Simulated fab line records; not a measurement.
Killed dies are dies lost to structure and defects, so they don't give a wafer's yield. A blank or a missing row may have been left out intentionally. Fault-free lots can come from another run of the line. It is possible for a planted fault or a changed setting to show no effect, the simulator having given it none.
Which tool is to blame? -- flow n5_finfet -- 30 wafers from 10 lots sampled at 5 of the route's 1938 steps

## WHAT EACH GAUGE READ, for each wafer
N5_BEOL_M0_CUTY_INSPECT_59: inspects for defects (macro). Usual: raw_defect_count 2.0, standard deviation 1.4.
lot,measured,on,raw_defect_count,flag
L131,day 5 16:12,defect_inspect-02,3 2 3,
L132,day 6 00:46,defect_inspect-01,3 1 1,
L135,day 6 15:46,defect_inspect-01,3 2 1,
L143,day 8 19:31,defect_inspect-02,1 1 0,
L145,day 9 15:42,defect_inspect-02,0 4 1,
L147,day 9 19:52,defect_inspect-01,1 3 7,
L148,day 10 00:56,defect_inspect-01,2 3 2,
L149,day 10 11:35,defect_inspect-02,5 3 0,
L150,day 10 12:33,defect_inspect-02,4 2 1,
L151,day 10 16:20,defect_inspect-02,3 3 4,

N5_BEOL_M4_RC_MEAS_101. Usual: DIBL_N 36.6 mV/V, standard deviation 1.1; DIBL_P 36.8 mV/V, standard deviation 1.6; IOFF_N 0.169 nA/um, standard deviation 0.024; IOFF_P 0.206 nA/um, standard deviation 0.028; ION_N 679 uA/um, standard deviation 9.2; ION_P 462 uA/um, standard deviation 7; SS_N 71.6 mV/dec, standard deviation 0.57; SS_P 73.3 mV/dec, standard deviation 0.57; VT_N 248.8 mV, standard deviation 2.4; VT_P -251 mV, standard deviation 3.
lot,measured,on,DIBL_N (mV/V),DIBL_P (mV/V),IOFF_N (nA/um),IOFF_P (nA/um),ION_N (uA/um),ION_P (uA/um),SS_N (mV/dec),SS_P (mV/dec),VT_N (mV),VT_P (mV),flag
L131,day 9 01:16,prober-02,36.5 36.5 34.9,36.2 36.3 33.7,0.161 0.161 0.131,0.177 0.175 0.148,674 688 659,462 460 453,70.6 71.0 70.3,73.1 73.1 72.7,248.3 249.3 254.6,-256 -255 -258,
L132,day 9 09:15,prober-01,36.0 36.7 35.0,36.4 37.5 34.9,0.155 0.184 0.150,0.200 0.223 0.181,667 683 666,450 461 451,71.4 72.0 70.9,73.4 72.9 73.3,250.5 245.8 249.7,-254 -250 -256,
L135,day 10 13:31,prober-02,36.5 36.4 37.8,39.0 39.1 39.4,0.202 0.185 0.219,0.228 0.222 0.236,691 682 681,468 463 461,72.6 72.5 72.2,74.4 73.7 74.2,246.6 250.5 246.0,-251 -251 -254,
L143,day 12 01:35,prober-02,37.6 38.2 37.5,37.7 38.5 37.5,0.163 0.178 0.157,0.228 0.236 0.213,664 679 682,462 469 466,72.5 71.9 71.6,73.2 73.2 73.4,249.0 251.6 249.4,-248 -249 -248,
L145,day 13 08:59,prober-01,39.0 36.8 38.3,39.9 37.9 39.2,0.242 0.184 0.216,0.255 0.220 0.239,699 682 696,472 466 465,72.5 71.7 73.1,74.6 74.2 73.8,244.5 246.4 244.0,-249 -250 -249,
L147,day 13 11:26,prober-01,35.0 34.8 35.8,33.5 33.7 34.4,0.128 0.135 0.142,0.166 0.166 0.176,667 665 667,454 456 458,70.8 71.5 71.3,72.3 72.3 73.0,254.6 251.3 251.5,-254 -255 -253,
L148,day 13 11:52,prober-02,37.6 38.0 36.0,36.6 37.1 34.8,0.173 0.187 0.149,0.171 0.183 0.158,673 680 673,447 453 451,71.0 72.1 71.1,73.9 73.8 73.6,248.9 248.6 251.8,-255 -259 -258,
L149,day 13 16:56,prober-01,36.6 38.3 38.3,36.3 37.9 38.0,0.168 0.202 0.201,0.195 0.221 0.219,676 680 678,460 467 461,71.5 71.9 72.1,73.1 73.3 73.6,247.7 247.3 246.5,-249 -250 -249,
L150,day 13 18:54,prober-02,36.7 35.1 36.9,35.8 34.5 36.0,0.169 0.149 0.172,0.236 0.217 0.234,681 677 684,468 469 468,71.6 71.0 72.2,72.7 73.1 72.9,248.6 249.2 246.8,-248 -249 -248,
L151,day 14 04:37,prober-02,36.3 35.4 35.3,37.4 36.6 36.5,0.169 0.160 0.150,0.221 0.210 0.212,673 678 672,466 466 466,71.8 72.1 72.1,73.9 73.6 73.2,249.2 249.0 253.6,-247 -251 -251,

## WHICH TOOL RAN EACH LOT (tool, then ch and the chambers of the sampled wafers, then the start)
lot,N5_BEOL_M0_ETCH_109,N5_BEOL_M0_SPUTTER_116,N5_BEOL_M0_ANNEAL_135
L131,"rie_diel-01 ch 1,3, day 5 18:04","pvd_sputter-02, day 5 21:05","pvd_sputter-02, day 5 21:24"
L132,"rie_diel-03 ch 0,1,2, day 6 04:11","pvd_sputter-02, day 6 05:37","pvd_sputter-02, day 6 05:56"
L135,"rie_diel-03 ch 0,1,2, day 6 18:07","pvd_sputter-01, day 6 19:23","pvd_sputter-01, day 6 19:42"
L143,"rie_diel-03 ch 0,1, day 8 22:14","pvd_sputter-02, day 9 00:40","pvd_sputter-02, day 9 00:59"
L145,"rie_diel-03 ch 1,2,3, day 9 20:01","pvd_sputter-01, day 9 20:42","pvd_sputter-01, day 9 21:01"
L147,"rie_diel-04 ch 0,1,3, day 9 23:07","pvd_sputter-03, day 10 01:59","pvd_sputter-03, day 10 02:19"
L148,"rie_diel-01 ch 0,1,2, day 10 02:19","pvd_sputter-03, day 10 05:13","pvd_sputter-03, day 10 05:32"
L149,"rie_diel-01 ch 1,2,3, day 10 14:52","pvd_sputter-02, day 10 17:14","pvd_sputter-02, day 10 17:33"
L150,"rie_diel-04 ch 0,1,3, day 10 19:41","pvd_sputter-01, day 10 20:38","pvd_sputter-01, day 10 20:58"
L151,"rie_diel-04 ch 0,1, day 10 19:53","pvd_sputter-03, day 11 01:19","pvd_sputter-03, day 11 01:38"
- N5_BEOL_M0_ETCH_109: etches SiCN in CH3F/O2, target depth 8 nm, overetch 2.4 nm, time 27.4 s.
- N5_BEOL_M0_SPUTTER_116: material Cu, target thk 4 nm, time 7.37 s.
- N5_BEOL_M0_ANNEAL_135: time 60 s.

## AS READ BY THE TOOLS THEMSELVES (means over the sampled wafers that have a number; for cases with no such wafer, the mark the record gives instead)
N5_BEOL_M0_ETCH_109. Usual: bias_w 75.01 W, standard deviation 0.22; drypump_motor_current_A 5.6 A, standard deviation 0.5; oes_product_au 0.71 a.u., standard deviation 0.069; rf_vpp_V 297.9 V, standard deviation 1.9; showerhead_plenum_p_Torr 2.03 Torr, standard deviation 0.084; throttle_valve_pct 16.23 %, standard deviation 0.2.
lot,tool,bias_w (W),drypump_motor_current_A (A),oes_product_au (a.u.),rf_vpp_V (V),showerhead_plenum_p_Torr (Torr),throttle_valve_pct (%),flag
L131,rie_diel-01,75.22,5.5,0.78,299.0,2.08,16.18,
L132,rie_diel-03,74.92,5.8,0.66,297.6,2.00,16.32,
L135,rie_diel-03,74.90,5.8,0.66,296.8,2.00,16.34,
L143,rie_diel-03,94.52,5.8,0.81,344.0,2.01,16.02,OFF
L145,rie_diel-03,94.41,5.5,0.64,344.0,2.02,16.47,OFF
L147,rie_diel-04,75.05,5.5,0.77,299.3,2.07,16.12,
L148,rie_diel-01,75.08,5.4,0.72,298.4,2.09,16.20,
L149,rie_diel-01,75.20,5.6,0.74,298.5,2.07,16.23,
L150,rie_diel-04,75.02,5.4,0.75,298.4,2.06,16.13,
L151,rie_diel-04,74.97,5.2,0.73,298.4,2.06,16.03,

N5_BEOL_M0_SPUTTER_116. Usual: throttle_valve_pct 30.4 %, standard deviation 0.64.
lot,tool,throttle_valve_pct (%),flag
L131,pvd_sputter-02,30.5,
L132,pvd_sputter-02,30.0,
L135,pvd_sputter-01,31.1,
L143,pvd_sputter-02,30.3,
L145,pvd_sputter-01,30.9,
L147,pvd_sputter-03,30.1,
L148,pvd_sputter-03,30.0,
L149,pvd_sputter-02,30.1,
L150,pvd_sputter-01,31.3,
L151,pvd_sputter-03,30.1,

N5_BEOL_M0_ANNEAL_135. Usual: heater_power_w 832 W, standard deviation 49.
lot,tool,heater_power_w (W),flag
L131,pvd_sputter-02,875,
L132,pvd_sputter-02,814,
L135,pvd_sputter-01,784,
L143,pvd_sputter-02,852,
L145,pvd_sputter-01,821,
L147,pvd_sputter-03,818,
L148,pvd_sputter-03,826,
L149,pvd_sputter-02,856,
L150,pvd_sputter-01,789,
L151,pvd_sputter-03,788,

## THE ANSWER, worked out from the rows above alone
Rule: lot off if the mean of its wafers having a number is beyond 3 standard deviations from the usual mean. A lot without any number at a reading at which 4 lots or more have one is off too. Where the step has rows for the other lots, those lots are counted as sound. Order of review: gauges by route order, followed by the tools' own readings, for which a lot's mean as printed above is used. At the first step where some lot is off, the reading lying furthest off is the one used; lots without a number count as furthest.
Off, at N5_BEOL_M0_ETCH_109 on bias_w: L143, L145.
If a tool, at that step or one of the process steps before it, ran each lot that is off and ran no sound lot following the first of them, it fits. One fits: rie_diel-03 at N5_BEOL_M0_ETCH_109. A fault onset in the window from L135 (day 6 18:07, its last sound lot) to L143 (day 8 22:14, its first lot off) fits.
The tool's own readings at N5_BEOL_M0_ETCH_109 bear it out: on the lots that are off they differ by more than 5 times the standard deviation of the sound lots' means. bias_w reads 94.47 W there against 75.05 W on the sound lots; rf_vpp_V reads 344.0 V there against 298.3 V on the sound lots.

## WHAT THE SIMULATOR HAD PUT IN
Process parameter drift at N5_BEOL_M0_ETCH_109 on rie_diel-03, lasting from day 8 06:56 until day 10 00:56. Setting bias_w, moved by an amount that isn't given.
Lots struck among those shown: L143, L145. The same result came from the rule above.
